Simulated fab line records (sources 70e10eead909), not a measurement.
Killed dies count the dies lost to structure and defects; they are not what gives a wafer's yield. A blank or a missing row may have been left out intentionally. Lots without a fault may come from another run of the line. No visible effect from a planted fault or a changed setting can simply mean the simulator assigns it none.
What tool caused it? -- flow nand-harc -- 18 wafers sampled from 6 lots at 1 step of a route of 1159

== WHAT EACH GAUGE READ, for each wafer ==
NHARC_P_ZERO_WELL_CD_MEAS_37 targets a cd of 720 nm.
lot,measured,on,cd-nm (nm)
L242,day 1 21:58,cd-sem-03,719.6 718.7 719.4
L244,day 2 09:59,cd-sem-02,721.1 720.0 720.5
L246,day 2 22:08,cd-sem-02,720.5 721.3 719.5
L250,day 3 21:54,cd-sem-01,722.1 721.5 721.9
L262,day 6 22:21,cd-sem-02,723.7 721.5 722.6
L264,day 7 10:18,cd-sem-02,719.9 722.6 720.7

== WHAT TOOL EACH LOT RAN ON (gives the tool, then ch and the chambers of the sampled wafers, and finally the start) ==
The record holds no process step before these readings.

== THE ANSWER, worked out from the rows above alone ==
Rule: usual is defined by the lots themselves. The widest of any qualifying gaps counts: lots, ordered by their means at a reading, are off when they make up no more than a third of the lots, leave a main group of 4 or more, and stand apart from it by 3 or more times the standard deviation of that group's means. Not used: any main group whose means are identical at the precision the tables above print for the reading. A lot without any number at a reading at which 4 lots or more have one is off too. Where the step has rows for the other lots, those lots are counted as sound.
No lot is off on any of the readings shown, so nothing can be concluded from this.

== WHAT THE SIMULATOR HAD PUT IN ==
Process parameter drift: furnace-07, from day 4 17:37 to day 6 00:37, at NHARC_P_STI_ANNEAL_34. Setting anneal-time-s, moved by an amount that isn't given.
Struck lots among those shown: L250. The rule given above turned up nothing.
